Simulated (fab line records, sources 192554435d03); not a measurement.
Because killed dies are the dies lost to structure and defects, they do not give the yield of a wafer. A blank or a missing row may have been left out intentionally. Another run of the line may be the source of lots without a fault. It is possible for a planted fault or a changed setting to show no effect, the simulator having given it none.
Lot-split experiment + flow n5_finfet + route with 1938 steps; 7 lots, 21 wafers read

== SPLIT DETAILS ==
At N5_BEOL_M10_VIA_ETCH_34 (etches SiCOH lowk in C4F6/O2, target depth 184.5 nm, time 69.2 s), the setting time_s was moved away from the recipe's 69.2 s on 4 of the 21 wafers read, by -10.7% to +12.6%. This setting was run at the recipe's value on the other wafers.

The reading comes from the split's own step.

== THE READING ==
SOC_of_BEOL_M10_COAT_63.thk_nm (the simulator's own value, which no gauge read), in nm, at N5_BEOL_M10_VIA_ETCH_34 (etches SiCOH lowk in C4F6/O2, target depth 184.5 nm, time 69.2 s). The file gives no usual value for it. The 17 wafers here that ran the recipe average 91.9 nm, standard deviation 0.37 nm.

| wafer  | tool, chamber at the split | time_s as run, s | against the recipe | SOC_of_BEOL_M10_COAT_63.thk_nm, nm | against lot-mates on the recipe |
|--------|----------------------------|------------------|--------------------|------------------------------------|---------------------------------|
| L074.1 | rie_diel-06, 2             | 69.2             | recipe             | 91.8                               | -                               |
| L074.2 | rie_diel-06, 3             | 77.95            | +12.6%             | 90.4                               | -1.3                            |
| L074.6 | rie_diel-06, 2             | 69.2             | recipe             | 91.6                               | -                               |
| L075.1 | rie_diel-03, 0             | 69.2             | recipe             | 91.8                               | -                               |
| L075.2 | rie_diel-03, 2             | 69.2             | recipe             | 91.6                               | -                               |
| L075.3 | rie_diel-03, 1             | 69.2             | recipe             | 91.6                               | -                               |
| L084.2 | rie_diel-01, 3             | 69.2             | recipe             | 92                                 | -                               |
| L084.3 | rie_diel-01, 0             | 75.69            | +9.4%              | 91                                 | -0.8                            |
| L084.6 | rie_diel-01, 2             | 69.2             | recipe             | 91.6                               | -                               |
| L082.2 | rie_diel-03, 2             | 69.2             | recipe             | 91.4                               | -                               |
| L082.3 | rie_diel-03, 1             | 69.2             | recipe             | 91.6                               | -                               |
| L082.5 | rie_diel-03, 3             | 69.2             | recipe             | 91.4                               | -                               |
| L087.1 | rie_diel-03, 1             | 69.2             | recipe             | 92.2                               | -                               |
| L087.2 | rie_diel-03, 0             | 69.2             | recipe             | 92                                 | -                               |
| L087.5 | rie_diel-03, 1             | 69.2             | recipe             | 91.8                               | -                               |
| L085.1 | rie_diel-01, 1             | 69.2             | recipe             | 91.8                               | -                               |
| L085.4 | rie_diel-01, 0             | 61.79            | -10.7%             | 92.8                               | +0.9                            |
| L085.6 | rie_diel-01, 3             | 69.2             | recipe             | 92                                 | -                               |
| L097.1 | rie_diel-03, 2             | 69.2             | recipe             | 92.8                               | -                               |
| L097.2 | rie_diel-03, 3             | 69.2             | recipe             | 92.6                               | -                               |
| L097.5 | rie_diel-03, 2             | 61.77            | -10.7%             | 93.4                               | +0.7                            |

THE FIT
A straight line over all 21 wafers: SOC_of_BEOL_M10_COAT_63.thk_nm changes by -0.111 nm for each +1% of time_s; r = -0.83; the points scatter about the line by 0.37 nm.
The same after taking each lot's own level away (the mean of its wafers on the recipe; 21 wafers): -0.086 nm for each +1%; r = -0.95; scatter 0.14 nm.
The reading moves by 1.1 nm for the largest change in time_s, on that fit.
The lots' own levels span 91.47 to 92.70 nm, that is 3.3 times the standard deviation above.
So the lot-to-lot level changes the slope: the two fits differ.
Check: -0.991 nm against its lot-mates is what the line predicts for one of the wafers moved furthest among these (+12.6%) when that wafer is left out of the fit. It came out at -1.3 nm against them.

== FURTHER SPLITS ON THESE WAFERS ==
Note: prior to the reading, these wafers also went through further splits. Each is held against what the fit with the lots' levels taken away leaves over:
| other split on the same wafers   | wafers away from the commonest value | r with SOC_of_BEOL_M10_COAT_63.thk_nm (lot level and that fit taken away) |
|----------------------------------|--------------------------------------|---------------------------------------------------------------------------|
| N5_BEOL_M8_COAT_22 spin_rpm      | 6                                    | -0.32                                                                     |
| N5_BEOL_M9_TRENCH_ETCH_37 time_s | 7                                    | +0.11                                                                     |

== THE WHOLE CHAIN: every reading that the file lists as answering this split, in the file's order ==
| step                    | what it does                                                     | reading                                                                         | change (the file's fit)               | r (the file's) |
|-------------------------|------------------------------------------------------------------|---------------------------------------------------------------------------------|---------------------------------------|----------------|
| N5_BEOL_M10_VIA_ETCH_34 | etches SiCOH lowk in C4F6/O2, target depth 184.5 nm, time 69.2 s | etch.depth_nm (the simulator's own value, which no gauge read)                  | +2.12 nm for each +1% of the setting  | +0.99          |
| N5_BEOL_M10_VIA_ETCH_34 | etches SiCOH lowk in C4F6/O2, target depth 184.5 nm, time 69.2 s | SOC_of_BEOL_M10_COAT_63.thk_nm (the simulator's own value, which no gauge read) | -0.086 nm for each +1% of the setting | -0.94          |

== FILE'S OWN FIT ==
SOC_of_BEOL_M10_COAT_63.thk_nm changes by -0.086 nm for each +1% of time_s, r = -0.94.
